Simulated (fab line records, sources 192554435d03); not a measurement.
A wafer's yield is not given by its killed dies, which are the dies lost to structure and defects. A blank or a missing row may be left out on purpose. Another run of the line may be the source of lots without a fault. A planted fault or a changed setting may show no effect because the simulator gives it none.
Comparing a struck lot with a sound one || flow n5_finfet || 38 out of 1938 route steps
Sound: the wafers L265.1, L265.2, L265.4. Struck: wafer L271.1 (left out: L271.2, L271.6 of the same lot, which were not struck); the cause appears at the end.
At each step with rows: each side's tool, then ch and its chambers, then its first start. Under that, the readings that differ: sound wafers || struck wafers || difference of the means || sigmas: that difference in standard deviations of wafers without a fault.
alike: words and numbers the same on both sides, and readings whose means are apart by under 2 such deviations; not compared: readings that were withheld, readings missing a value for some wafer, numbers with overlapping values and no deviation given by the record, and bounds like >300 which may hide the same value.
Wherever a step has rows on one side only, a row that says differs or no value, or a row with sigmas, the two part there. Numbers that don't overlap but have no deviation are shown without sigmas and don't part them. A reading that every wafer of one side lacks parts them only if that side has two wafers or more.

first, 11 steps without rows for these wafers: N5_BEOL_M8_CURE_75 (cures SiCOH lowk, time 120 s); N5_BEOL_M8_DEGAS_44 (time 60 s); N5_BEOL_M8_PRE_CLEAN_45 (time 30 s); N5_BEOL_M8_ALD_77 (deposits TaN, target thk 2 nm, pulse time 2 s, purge time 3 s); N5_BEOL_M8_SURFACE_TREAT_79; N5_BEOL_M8_CVD_78 (deposits Co from CCTBA/H2, target thk 2 nm, time 142.3 s); N5_BEOL_M8_SPUTTER_48 (material Cu, target thk 10 nm, time 1.667 s); N5_BEOL_M8_ECD_50 (material Cu, target thk 300 nm); N5_BEOL_M8_ANNEAL_51 (time 90 s); N5_BEOL_M8_CMP_52 (polishes, stops on SiCOH lowk, t overpolish 6.9 s, target thk 80 nm); N5_BEOL_M8_PRE_CLEAN_55 (time 15 s).
N5_BEOL_M8_DEP_56: deposits SiCN from 3MS/NH3, target thk 10 nm, time 17.5 s.
  sound on pecvd-01 ch 0,2, day 10 19:19; struck on pecvd-01 ch 1, day 11 22:52
  alike: rf_fwd_power_W, showerhead_plenum_p_Torr, throttle_valve_pct
N5_BEOL_M8_INSPECT_58: inspects for defects (darkfield).
  struck on defect_inspect-01, day 11 22:58; sound on defect_inspect-01, day 10 19:25
{"reading": "raw_defect_count", "sound": "73 98 96", "struck": 447, "difference": "+358", "sigmas": "+16"}
then, 12 steps without rows for these wafers: N5_BEOL_M9_ILD_DEP_00 (deposits SiCOH lowk from DEMS/porogen, target thk 308.51 nm, time 58 s); N5_BEOL_M9_CURE_71 (cures SiCOH lowk, time 240 s); N5_BEOL_M9_PECVD_70 (deposits SiO2 from TEOS/O2, target thk 20 nm, time 22.7 s); N5_BEOL_M9_HM_DEP_02 (deposits TiN, target thk 20 nm); N5_BEOL_M9_COAT_59 (time 60 s, resist thk 100 nm); N5_BEOL_M9_COAT_60 (time 60 s, resist thk 30 nm); N5_BEOL_M9_COAT_05 (resist thk 90 nm); N5_BEOL_M9_EBR_07; N5_BEOL_M9_SOFTBAKE_06 (time 60 s); N5_BEOL_M9_EXPOSE_08 (exposes mask M9); N5_BEOL_M9_PEB_09 (peb time 60 s); N5_BEOL_M9_DEVELOP_10 (develop time 30 s).
N5_BEOL_M9_INSPECT_13: inspects for defects (brightfield).
  struck on defect_inspect-01, day 12 02:35; sound on defect_inspect-01, day 10 20:43
{"reading": "raw_defect_count", "sound": "399 478 416", "struck": 696, "difference": "+265", "sigmas": "+3"}
then, 10 steps without rows for these wafers: N5_BEOL_M9_DESCUM_16 (chemistry O2, time 7.9 s); N5_BEOL_M9_ETCH_61 (etches SiARC in CF4, target depth 39 nm, time 65 s); N5_BEOL_M9_ETCH_62 (etches SOC in N2/H2, target depth 110 nm, overetch 22 nm, time 165 s); N5_BEOL_M9_STRIP_68 (strips in N2/H2); N5_BEOL_M9_STRIP_67 (strips in CF4); N5_BEOL_M9_HM_OPEN_17 (chemistry Cl2/BCl3, target TiN, target depth 20 nm, overetch 6 nm); N5_BEOL_M9_STRIP_19 (strips in O2); N5_BEOL_M9_COAT_63 (time 60 s, resist thk 60 nm); N5_BEOL_M9_COAT_64 (time 60 s, resist thk 12 nm); N5_BEOL_M9_COAT_75 (time 60 s, resist thk 5 nm).
N5_BEOL_M9_INSPECT_30: inspects for defects (brightfield).
  struck on defect_inspect-01, day 12 04:41; sound on defect_inspect-01, day 10 21:35
{"reading": "raw_defect_count", "sound": "420 456 445", "struck": 693, "difference": "+253", "sigmas": "+3"}
-- record jumps: 3 days separate the struck wafers' starts on either side; left off in module BEOL_M9, taken up again in module PASSIVATION, whose first shown step is the route's number 1936 --
N5_PASSIVATION_PROBE_49:
  only the struck wafers here have rows in the record (prober-01, day 14 20:10); the sound ones have none

## WHERE THEY PART
Last at N5_PASSIVATION_PROBE_49 as far as this record goes, first at N5_BEOL_M8_INSPECT_58.

WHY: what had been put in by the simulator
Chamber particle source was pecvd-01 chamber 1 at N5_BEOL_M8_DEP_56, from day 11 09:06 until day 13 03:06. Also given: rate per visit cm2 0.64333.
